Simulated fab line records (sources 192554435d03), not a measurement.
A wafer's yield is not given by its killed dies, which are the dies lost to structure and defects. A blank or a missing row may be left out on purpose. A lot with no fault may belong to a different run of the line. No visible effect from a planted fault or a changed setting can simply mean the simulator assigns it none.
fab line records	flow n5Finfet
[record] lots = 4	wafers = 12	lastDay = 17
route steps=1938 shown BEOL_M4@1099 BEOL_M5@1112 BEOL_M12@1643 PASSIVATION@1936
lots with no fault: from the same line, run without faults
startH: the number of hours between the record's first day and the start of the first shown wafer of the lot	waitH: hours since the lot's step before	" identical to the entry in the row above	L1.1+2: several wafers, shown together as one row	- no value, or no start given	* or withheld: withheld	< > ~ a bound
route shown NAME@n: NAME is a module with steps in the file, n the number in the route of the first one	usual: the fault-free wafers' mean and standard deviation	same: alike in all rows	chamber/n: place in a boat	sites: readings site by site	_std_site: standard deviation of those values	_edge_site: inner sites' mean taken away from outer sites' mean	radiusMm: for every site, how far away it sits from the centre of the wafer	mask NAME#n: copy n	behind: the last tool/chamber to shape the wafer	hold: the reason the lot was held/the length of the hold in hours/how it ended	device: whichever transistor did not switch (one of n, p or np)	end of line: the same wafers' tests at the end of the route	a step given without rows: its recipe and nothing more	killed: the dies lost at the first sort to structure and to defects; this is not the yield of the wafer	map: a wafer's dies, x killed, . not, _ none there
set.NAME: the setting the step ran with; set.NAME@STEP: the setting that earlier step ran with	model.NAME: the simulator's own value behind a step, which no gauge read
certain route steps with their lots: each step a table, each wafer a row
services: a tool's chamber out of use, with start hour (startH, from the record's first day; less than 0 if before it), hours out, and reason
[[steps]]
[step N5_BEOL_M4_ANNEAL_95]
[recipe] tempC = 400	timeS = 240	ambient = vacuum
[step N5_BEOL_M4_SPUTTER_96]
[recipe] material = Cu	targetThkA = 45	tempC = -20	chamberPressurePa = 0.07	powerW = withheld	timeS = 8.29
[step N5_BEOL_M4_ECD_50]
[recipe] material = Cu	targetThkA = 3000
[step N5_BEOL_M4_ANNEAL_51]
[recipe] tempC = 225	timeS = 90	ambient = N2
[step N5_BEOL_M4_CMP_52]
[recipe] stopOn = SiOC	tOverpolishS = 6.8	downForcePsi = 1	platenRpm = 50	clearingPlatenDownForcePsi = 1.5	clearingPlatenRpm = 50	postCmpClean = cuAlkaline	targetThkNm = 40	clearingPlatenPadVelocityMS = 0.99484	padVelocityMS = 0.99484
[step N5_BEOL_M4_PRE_CLEAN_60]
[recipe] gas = NH3/H2	timeS = 15	tempC = *	rfPowerW = 300
[step N5_BEOL_M4_CO_CAP_55]
[recipe] material = Co	targetThkA = 20	tempC = 200	precursor = CCTBA/H2	pressureTorr = 30	timeS = 102.1
[step N5_BEOL_M4_PRE_CLEAN_56]
[recipe] gas = NH3	timeS = 15	tempC = withheld	rfPowerW = 300
[step N5_BEOL_M4_DEP_57]
[recipe] material = SiCN	targetThkA = 80	tempC = withheld	precursor = 3MS/NH3	pressureTorr = 3	rfW = 202	timeS = 14
[step N5_BEOL_M4_RC_MEAS_101]
[usual] DIBL_N = 35.9/1.3	DIBL_P = 35.9/1.6	IOFF_N = 0.156/0.022	IOFF_P = 0.205/0.023	ION_N = 675/9	ION_P = 463/5.6	SS_N = 71.4/0.57	SS_P = 73.1/0.52	VT_N = 249.7/2.8	VT_P = -250.2/2.5
lot.wafer	tool	chamber	startH	waitH	DIBL_N[mV/V]	DIBL_P[mV/V]	IOFF_N[nA/um]	IOFF_P[nA/um]	ION_N[uA/um]	ION_P[uA/um]	SS_N[mV/dec]	SS_P[mV/dec]	VT_N[mV]	VT_P[mV]
L687.1	prober-02	0	222.71	0.0	34.6	34.8	0.122	0.193	655	458	71.6	73.5	253.8	-248.6
L687.4	"	0	"	"	34.8	33.5	0.125	0.186	663	458	71.6	72.9	250.4	-250.9
L687.5	"	0	"	"	35.3	35.1	0.135	0.194	666	461	72.0	73.3	254.4	-251.3
L688.1	prober-01	0	225.57	0.0	37.9	37.4	0.188	0.236	692	469	71.6	73.8	248.8	-246.2
L688.2	"	0	"	"	35.0	34.0	0.141	0.190	678	467	70.9	72.8	251.5	-251.7
L688.6	"	0	"	"	35.1	34.1	0.135	0.189	668	458	70.7	73.1	251.8	-250.8
L700.2	prober-02	0	293.60	0.2	37.3	37.5	0.163	0.212	674	463	71.9	74.0	247.9	-250.3
L700.3	"	0	"	"	35.7	34.9	0.136	0.186	664	460	71.4	72.8	254.4	-251.4
L700.6	"	0	"	"	37.6	37.6	0.170	0.212	677	460	72.2	74.1	249.2	-249.7
L702.1	prober-02	0	298.27	0.0	37.7	36.7	0.173	0.202	683	462	71.7	73.5	249.6	-254.5
L702.4	"	0	"	"	37.9	36.8	0.175	0.203	681	460	72.3	73.8	248.5	-252.4
L702.5	"	0	"	"	39.2	38.4	0.201	0.235	679	462	72.1	73.6	249.6	-252.1
[step N5_BEOL_M5_ILD_DEP_00]
[recipe] material = SiCOH_lowk	targetThkA = 1406.4	tempC = 300	precursor = DEMS/porogen	pressureTorr = 5	rfW = 500	timeS = 25.9
[step N5_BEOL_M5_CURE_79]
[recipe] tempC = 385	timeS = 240	ambient = He/Ar	material = SiCOH_lowk
[step N5_BEOL_M5_PECVD_70]
[recipe] material = SiO2	targetThkA = 160	tempC = 400	precursor = TEOS/O2	pressureTorr = 5.5	rfW = 450	teosFlowSccm = 53.8	gas = O2	flowSccm = 3000	timeS = 18
[step N5_BEOL_M5_HM_DEP_02]
[recipe] material = TiN	targetThkA = 200	tempC = 25	chamberPressurePa = 0.49996
[step N5_BEOL_M5_COAT_59]
[recipe] resist = SOC	tempC = 250	timeS = 60	spinRpm = 1500	resistThkNm = 60
[step N5_BEOL_M5_COAT_60]
[recipe] resist = SiARC	tempC = 220	timeS = 60	spinRpm = 1500	resistThkNm = 12
[step N5_BEOL_M5_COAT_71]
[recipe] resist = underlayer	tempC = 205	timeS = 60	spinRpm = 1500	resistThkNm = 5
[step N5_BEOL_M5_COAT_05]
[recipe] resist = CAR-EUV	spinRpm = 1500	resistThkNm = 30
[step N5_BEOL_M5_EBR_07]
[recipe] solvent = PGMEA	ebrWidthMm = 1.5
[step N5_BEOL_M5_SOFTBAKE_06]
[recipe] tempC = 110	timeS = 60	resist = CAR-EUV
[step N5_BEOL_M5_EXPOSE_08]
[recipe] maskId = M5	na = 0.33	sourceShape = annular	sigmaInner = 0.4	sigmaOuter = 0.8	polarization = unpolarized	targetCdNm = 28	doseMj = 35.75
[step N5_BEOL_M5_PEB_09]
[recipe] pebTempC = 100	pebTimeS = 60	resist = CAR-EUV
[step N5_BEOL_M5_DEVELOP_10]
[recipe] developTimeS = 30	developer = TMAH	resist = CAR-EUV	rinseLiquid = surfactantRinse	dry = airSpin	devTempC = 23
[step N5_BEOL_M5_DESCUM_16]
[recipe] chemistry = O2	timeS = 7	sourcePowerW = 50	biasPowerW = 20	pressureMtorr = 20	rfFrequencyHz = 2.712e+07	tempC = 40	resist = CAR-EUV	o2FlowSccm = 225
[step N5_BEOL_M5_ETCH_72]
[recipe] chemistry = N2/H2	target = underlayer	targetDepthA = 65	maskMaterial = CAR-EUV	timeS = 5.2	ionEnergyEv = 200	pressureMtorr = 30	sourceW = 840	biasW = 150	n2FlowSccm = 200	h2FlowSccm = 200	ends = cleared
[step N5_BEOL_M5_ETCH_61]
[recipe] chemistry = CF4	target = SiARC	targetDepthA = 156	maskMaterial = CAR-EUV	timeS = 26	ionEnergyEv = 80	pressureMtorr = 40	sourceW = 545	biasW = 36	Ar_flow_sccm = 100	cf4FlowSccm = 100	ends = cleared
[step N5_BEOL_M5_ETCH_62]
[recipe] chemistry = N2/H2	target = SOC	targetDepthA = 750	overetchA = 150	maskMaterial = SiARC	tempC = 40	timeS = 112.5	ionEnergyEv = 200	pressureMtorr = 30	sourceW = 840	biasW = 150	n2FlowSccm = 200	h2FlowSccm = 200
[step N5_BEOL_M5_STRIP_63]
[recipe] chemistry = N2/H2	tempC = 40	n2FlowSccm = 200	h2FlowSccm = 200	rfFrequencyHz = 6e+07
[step N5_BEOL_M5_STRIP_73]
[recipe] chemistry = N2/H2	tempC = 40	n2FlowSccm = 200	h2FlowSccm = 200	rfFrequencyHz = 6e+07
[step N5_BEOL_M5_STRIP_64]
[recipe] chemistry = CF4	resist = SiARC	powerW = 300	biasPowerW = 75	pressureMtorr = 50	cf4FlowSccm = 150	rfFrequencyHz = 6e+07
[step N5_BEOL_M5_HM_OPEN_17]
[recipe] chemistry = Cl2/BCl3	targetDepthA = 200	overetchA = 60	target = TiN	maskMaterial = SOC	ionEnergyEv = 150	pressureMtorr = 10	icpW = 1000	biasW = 126	Cl2_flow_sccm = 53.25	bcl3FlowSccm = 21.75	Ar_flow_sccm = 25
[step N5_BEOL_M5_STRIP_19]
[recipe] chemistry = O2	powerW = 400	tempC = 40	pressureMtorr = 30	rfFrequencyHz = 6e+07	biasPowerW = 0	overashFraction = 0.2	o2FlowSccm = 225
[step N5_BEOL_M5_COAT_65]
[recipe] resist = SOC	tempC = 250	timeS = 60	spinRpm = 1500	resistThkNm = 60
[step N5_BEOL_M5_COAT_66]
[recipe] resist = SiARC	tempC = 220	timeS = 60	spinRpm = 1500	resistThkNm = 12
[step N5_BEOL_M12_ETCH_38]
[recipe] chemistry = CF4/N2	target = SiCN	targetDepthA = 687	taperDeg = 2	timeS = 73.4	ionEnergyEv = 150	maskMaterial = SiO2	pressureMtorr = 40	sourceW = 430	biasW = 70	Ar_flow_sccm = 100	cf4FlowSccm = 60	n2FlowSccm = 60
[usual] biasW = 70.00/0.23	cf4FlowSccm = 60.02/0.19	drypumpMotorCurrentA = 5.8/0.34	oesProductAu = 0.80/0.099	rfVppV = 382.8/1.7	showerheadPlenumPTorr = 2.22/0.066	throttleValvePct = 15.45/0.28
lot.wafer	tool	chamber	startH	waitH	biasW	cf4FlowSccm	drypumpMotorCurrentA	oesProductAu	rfHoursCounterH	rfVppV	showerheadPlenumPTorr	throttleValvePct	model.SiOC_of_BEOL_M12_ILD_DEP_00.thkNm
L687.1	rieDiel-03	0	286.54	-	-	-	-	-	-	-	-	-	657
L687.4	"	2	"	"	-	-	-	-	-	-	-	-	676
L687.5	"	2	"	"	-	-	-	-	-	-	-	-	678.2
L688.1	rieDiel-03	3	292.49	-	-	-	-	-	-	-	-	-	659.2
L688.2	"	2	"	"	-	-	-	-	-	-	-	-	650.8
L688.6	"	0	"	"	-	-	-	-	-	-	-	-	669.4
L700.2	rieDiel-03	2	360.90	-	69.86	60.09	5.8	0.80	115	385.3	2.30	15.22	595.2
L700.3	"	1	"	"	69.60	60.36	5.4	0.69	232	379.7	2.09	15.19	604
L700.6	"	1	"	"	69.68	60.33	5.4	0.70	-	379.3	2.09	15.19	613.4
L702.1	rieDiel-03	2	361.00	-	70.20	59.80	5.8	0.80	115	384.2	2.30	15.24	603.4
L702.4	"	3	"	"	69.79	60.39	5.5	0.68	241	381.3	2.17	15.88	618.6
L702.5	"	0	"	"	69.95	60.08	5.7	0.91	-	383.2	2.24	15.36	611.6
[step N5_BEOL_M12_CMP_49]
[recipe] stopOn = SiOC	tOverpolishS = 20.6	downForcePsi = 1	platenRpm = 50	clearingPlatenDownForcePsi = 1.5	clearingPlatenRpm = 50	postCmpClean = cuAlkaline	targetThkNm = 320	clearingPlatenPadVelocityMS = 0.99484	padVelocityMS = 0.99484
[usual] headPressurePsi = 1.0003/0.0023	motorCurrentA = 6.0/0.61	platenRpm = 50.00/0.034	retainingRingPressureFrac = 1.000/0.0051
lot.wafer	tool	chamber	startH	waitH	headPressurePsi	motorCurrentA	platenRpm	retainingRingPressureFrac	model.SiOC_of_BEOL_M12_ILD_DEP_00.thkNm
L687.1	cmp-02	1	287.61	0.3	1.0041	6.3	49.99	1.004	647
L687.4	"	2	"	"	1.0004	5.9	50.01	1.004	666
L687.5	"	1	"	"	1.0023	6.0	50.02	0.998	668.2
L688.1	cmp-04	1	294.05	0.3	0.9999	6.5	50.02	0.993	649.2
L688.2	"	3	"	"	0.9983	5.3	50.02	1.001	640.8
L688.6	"	1	"	"	0.9942	6.4	50.02	0.999	659.4
L700.3	cmp-02	3	362.05	0.2	1.0004	6.1	50.01	1.003	594
L700.2	"	1	"	"	1.0009	6.4	49.97	0.994	585.2
L700.6	"	2	"	"	1.0005	6.0	50.01	0.997	603.4
L702.1	cmp-01	1	362.13	0.3	0.9993	5.5	49.97	0.997	593.4
L702.4	"	2	"	"	0.9965	5.8	50.02	1.001	608.6
L702.5	"	0	"	"	1.0002	5.9	49.99	0.992	601.6
[step N5_PASSIVATION_PROBE_49]
[usual] defectLimitedYield = 91.3/1.4	killed_at_M0_to_M3 = 35/11	killed_at_M4_up = 14/5.4	killedAtContacts = 12/6.2	killedAtFrontEnd = 38/11	killedAtOther = 4.1/2.8	killedDies = 103/17	killedOnRim = 13/4	killedOpen = 66/13	killedShort = 34/8.2	sort_bin_5_function = 5.1/0.89	sort_bin_6_memory = 3.3/0.72	sortNPass = 1077/17	sortYieldPct = 91.3/1.4
[same] grossDies = 1180	killedAtBackSide = 0	sort_bin_4_leakage[%] = 0	sort_bin_8_speed[%] = 0
lot.wafer	tool	chamber	startH	waitH	defectLimitedYield[%]	killed_at_M0_to_M3	killed_at_M4_up	killedAtContacts	killedAtFrontEnd	killedAtOther	killedDies	killedOnRim	killedOpen	killedShort	sort_bin_5_function[%]	sort_bin_6_memory[%]	sortNPass	sortYieldPct[%]
L687.1	prober-01	-	328.87	0.0	0	36	1108	5	29	2	1180	152	50	36	97.2	2.5	0	0
L687.4	prober-01	-	329.02	0.2	0	38	1092	22	25	3	1180	152	52	43	97.2	2.5	0	0
L687.5	prober-01	-	329.07	0.2	0	33	1080	14	44	9	1180	152	72	32	95.9	4.1	0	0
L688.1	prober-01	-	334.77	0.0	0	23	1108	16	28	5	1180	152	47	32	96.9	3.1	0	0
L688.2	prober-01	-	334.82	0.1	0	37	1077	13	49	4	1180	152	71	38	96.4	3.3	0	0
L688.6	prober-01	-	335.02	0.3	0	27	1104	12	34	3	1180	152	54	31	97.1	2.7	0	0
// killed by level:class
L687.1 BEOL_M12:areaEtch=1094 BEOL_M0_SAQP:geometricParticle:short=10 BEOL_M0_SAQP:geometricParticle:open=10 BEOL_M2:geometricParticle:open=9 FIN_SAQP:geometricParticle:short=6 DUMMY_GATE:geometricParticle:open=6 BEOL_M4:geometricParticle:open=6 STI_FIN_REVEAL:geometricParticle:open=4
L687.4 BEOL_M12:areaEtch=1085 MOL_CONTACT_COAG:geometricParticle:open=14 BEOL_M0_SAQP:geometricParticle:open=10 BEOL_M0_SAQP:geometricParticle:short=10 MOL_CONTACT_COAG:geometricParticle:short=8 BEOL_M2:geometricParticle:open=5 DUMMY_GATE:geometricParticle:open=4 BEOL_M1:geometricParticle:short=4
L687.5 BEOL_M12:areaEtch=1074 FIN_SAQP:geometricParticle:open=15 BEOL_M0_SAQP:geometricParticle:open=11 BEOL_M0_SAQP:geometricParticle:short=10 MOL_CONTACT_COAG:geometricParticle:open=9 BEOL_M2:geometricParticle:open=7 FIN_SAQP:geometricParticle:short=6 DUMMY_GATE:geometricParticle:open=6
L688.1 BEOL_M12:areaEtch=1099 MOL_CONTACT_COAG:geometricParticle:open=11 FIN_SAQP:geometricParticle:open=9 BEOL_M0_SAQP:geometricParticle:short=6 MOL_CONTACT_COAG:geometricParticle:short=5 BEOL_M3:geometricParticle:open=5 BEOL_M3:geometricParticle:short=4 BEOL_M4:geometricParticle:open=4
L688.2 BEOL_M12:areaEtch=1070 STI_FIN_REVEAL:geometricParticle:open=15 MOL_CONTACT_COAG:geometricParticle:open=11 BEOL_M0_SAQP:geometricParticle:open=10 FIN_SAQP:geometricParticle:open=9 GATE_CUT:geometricParticle:short=6 BEOL_M0_SAQP:geometricParticle:short=6 BEOL_M3:geometricParticle:short=6
L688.6 BEOL_M12:areaEtch=1094 FIN_SAQP:geometricParticle:short=12 MOL_CONTACT_COAG:geometricParticle:open=8 BEOL_M0_SAQP:geometricParticle:open=7 BEOL_M3:geometricParticle:open=6 BEOL_M4:geometricParticle:open=6 BEOL_M1:geometricParticle:open=5 MOL_CONTACT_COAG:geometricParticle:short=4
// map L687.1 (x killed, . not)
_________________xxxxxxxxxxxx________________
______________xxxxxxxxxxxxxxxxxx_____________
___________xxxxxxxxxxxxxxxxxxxxxxxx__________
__________xxxxxxxxxxxxxxxxxxxxxxxxxx_________
________xxxxxxxxxxxxxxxxxxxxxxxxxxxxxx_______
_______xxxxxxxxxxxxxxxxxxxxxxxxxxxxxxxx______
______xxxxxxxxxxxxxxxxxxxxxxxxxxxxxxxxxx_____
_____xxxxxxxxxxxxxxxxxxxxxxxxxxxxxxxxxxxx____
____xxxxxxxxxxxxxxxxxxxxxxxxxxxxxxxxxxxxxx___
___xxxxxxxxxxxxxxxxxxxxxxxxxxxxxxxxxxxxxxxx__
___xxxxxxxxxxxxxxxxxxxxxxxxxxxxxxxxxxxxxxxx__
__xxxxxxxxxxxxxxxxxxxxxxxxxxxxxxxxxxxxxxxxxx_
__xxxxxxxxxxxxxxxxxxxxxxxxxxxxxxxxxxxxxxxxxx_
_xxxxxxxxxxxxxxxxxxxxxxxxxxxxxxxxxxxxxxxxxxxx
_xxxxxxxxxxxxxxxxxxxxxxxxxxxxxxxxxxxxxxxxxxxx
_xxxxxxxxxxxxxxxxxxxxxxxxxxxxxxxxxxxxxxxxxxxx
_xxxxxxxxxxxxxxxxxxxxxxxxxxxxxxxxxxxxxxxxxxxx
_xxxxxxxxxxxxxxxxxxxxxxxxxxxxxxxxxxxxxxxxxxxx
_xxxxxxxxxxxxxxxxxxxxxxxxxxxxxxxxxxxxxxxxxxxx
_xxxxxxxxxxxxxxxxxxxxxxxxxxxxxxxxxxxxxxxxxxxx
_xxxxxxxxxxxxxxxxxxxxxxxxxxxxxxxxxxxxxxxxxxxx
__xxxxxxxxxxxxxxxxxxxxxxxxxxxxxxxxxxxxxxxxxx_
__xxxxxxxxxxxxxxxxxxxxxxxxxxxxxxxxxxxxxxxxxx_
___xxxxxxxxxxxxxxxxxxxxxxxxxxxxxxxxxxxxxxxx__
___xxxxxxxxxxxxxxxxxxxxxxxxxxxxxxxxxxxxxxxx__
____xxxxxxxxxxxxxxxxxxxxxxxxxxxxxxxxxxxxxx___
_____xxxxxxxxxxxxxxxxxxxxxxxxxxxxxxxxxxxx____
______xxxxxxxxxxxxxxxxxxxxxxxxxxxxxxxxxx_____
_______xxxxxxxxxxxxxxxxxxxxxxxxxxxxxxxx______
________xxxxxxxxxxxxxxxxxxxxxxxxxxxxxx_______
__________xxxxxxxxxxxxxxxxxxxxxxxxxx_________
___________xxxxxxxxxxxxxxxxxxxxxxxx__________
______________xxxxxxxxxxxxxxxxxx_____________
_________________xxxxxxxxxxxx________________
// map L688.1 (x killed, . not)
_________________xxxxxxxxxxxx________________
______________xxxxxxxxxxxxxxxxxx_____________
___________xxxxxxxxxxxxxxxxxxxxxxxx__________
__________xxxxxxxxxxxxxxxxxxxxxxxxxx_________
________xxxxxxxxxxxxxxxxxxxxxxxxxxxxxx_______
_______xxxxxxxxxxxxxxxxxxxxxxxxxxxxxxxx______
______xxxxxxxxxxxxxxxxxxxxxxxxxxxxxxxxxx_____
_____xxxxxxxxxxxxxxxxxxxxxxxxxxxxxxxxxxxx____
____xxxxxxxxxxxxxxxxxxxxxxxxxxxxxxxxxxxxxx___
___xxxxxxxxxxxxxxxxxxxxxxxxxxxxxxxxxxxxxxxx__
___xxxxxxxxxxxxxxxxxxxxxxxxxxxxxxxxxxxxxxxx__
__xxxxxxxxxxxxxxxxxxxxxxxxxxxxxxxxxxxxxxxxxx_
__xxxxxxxxxxxxxxxxxxxxxxxxxxxxxxxxxxxxxxxxxx_
_xxxxxxxxxxxxxxxxxxxxxxxxxxxxxxxxxxxxxxxxxxxx
_xxxxxxxxxxxxxxxxxxxxxxxxxxxxxxxxxxxxxxxxxxxx
_xxxxxxxxxxxxxxxxxxxxxxxxxxxxxxxxxxxxxxxxxxxx
_xxxxxxxxxxxxxxxxxxxxxxxxxxxxxxxxxxxxxxxxxxxx
_xxxxxxxxxxxxxxxxxxxxxxxxxxxxxxxxxxxxxxxxxxxx
_xxxxxxxxxxxxxxxxxxxxxxxxxxxxxxxxxxxxxxxxxxxx
_xxxxxxxxxxxxxxxxxxxxxxxxxxxxxxxxxxxxxxxxxxxx
_xxxxxxxxxxxxxxxxxxxxxxxxxxxxxxxxxxxxxxxxxxxx
__xxxxxxxxxxxxxxxxxxxxxxxxxxxxxxxxxxxxxxxxxx_
__xxxxxxxxxxxxxxxxxxxxxxxxxxxxxxxxxxxxxxxxxx_
___xxxxxxxxxxxxxxxxxxxxxxxxxxxxxxxxxxxxxxxx__
___xxxxxxxxxxxxxxxxxxxxxxxxxxxxxxxxxxxxxxxx__
____xxxxxxxxxxxxxxxxxxxxxxxxxxxxxxxxxxxxxx___
_____xxxxxxxxxxxxxxxxxxxxxxxxxxxxxxxxxxxx____
______xxxxxxxxxxxxxxxxxxxxxxxxxxxxxxxxxx_____
_______xxxxxxxxxxxxxxxxxxxxxxxxxxxxxxxx______
________xxxxxxxxxxxxxxxxxxxxxxxxxxxxxx_______
__________xxxxxxxxxxxxxxxxxxxxxxxxxx_________
___________xxxxxxxxxxxxxxxxxxxxxxxx__________
______________xxxxxxxxxxxxxxxxxx_____________
_________________xxxxxxxxxxxx________________
[[services]]
tool	chamber	startH	hours	kind
cmp-02	-	263.48	4.0	pm
cmp-01	-	264.83	4.0	pm
cmp-02	-	267.48	-	consumableReplace:conditioner
cmp-02	-	267.48	-	consumableReplace:pad
cmp-01	-	268.83	-	consumableReplace:conditioner
cmp-01	-	268.83	-	consumableReplace:pad
cmp-01	-	278.43	11.6	pm
cmp-02	-	282.39	0.8	repair
cmp-04	-	299.89	2.2	repair
rieDiel-03	-	321.59	0.2	repair
rieDiel-03	3	327.58	11.6	repair
cmp-01	-	333.78	6.5	pm
cmp-04	-	341.87	7.1	pm
cmp-04	-	349.96	3.6	repair
[[key]]
[firstSign] step = N5_BEOL_M12_ETCH_38	reading = toolRecord	direction = missing
[effect] step = N5_PASSIVATION_PROBE_49	reading = killed_at_M4_up	direction = up	sigmas = 99+	usual = 14	struck = 1095
[modelEffect] step = N5_BEOL_M12_ETCH_38	value = SiOC_of_BEOL_M12_ILD_DEP_00.thkNm	without = 615.4	struck = 665.1
[modelEffect] step = N5_BEOL_M12_CMP_49	value = SiOC_of_BEOL_M12_ILD_DEP_00.thkNm	without = 605.4	struck = 655.1
[moreKillsBornAt] N5_BEOL_M12_ETCH_38@rieDiel-03 = 6516
metAt N5_BEOL_M12_ETCH_38
struckWafers L687.1,L687.4,L687.5,L688.1,L688.2,L688.6
laterRowsLeftOut L687.1,L687.4,L687.5,L688.1,L688.2,L688.6
[fault] kind = skippedStepWhole	tool = rieDiel-03	chamber = -	onsetH = 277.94	steps = N5_BEOL_M12_ETCH_38	scope = struckLotsOnly
// laterRowsLeftOut: the simulator's readings of these wafers behind a module that went badly wrong aren't trusted and aren't shown, but for the sort
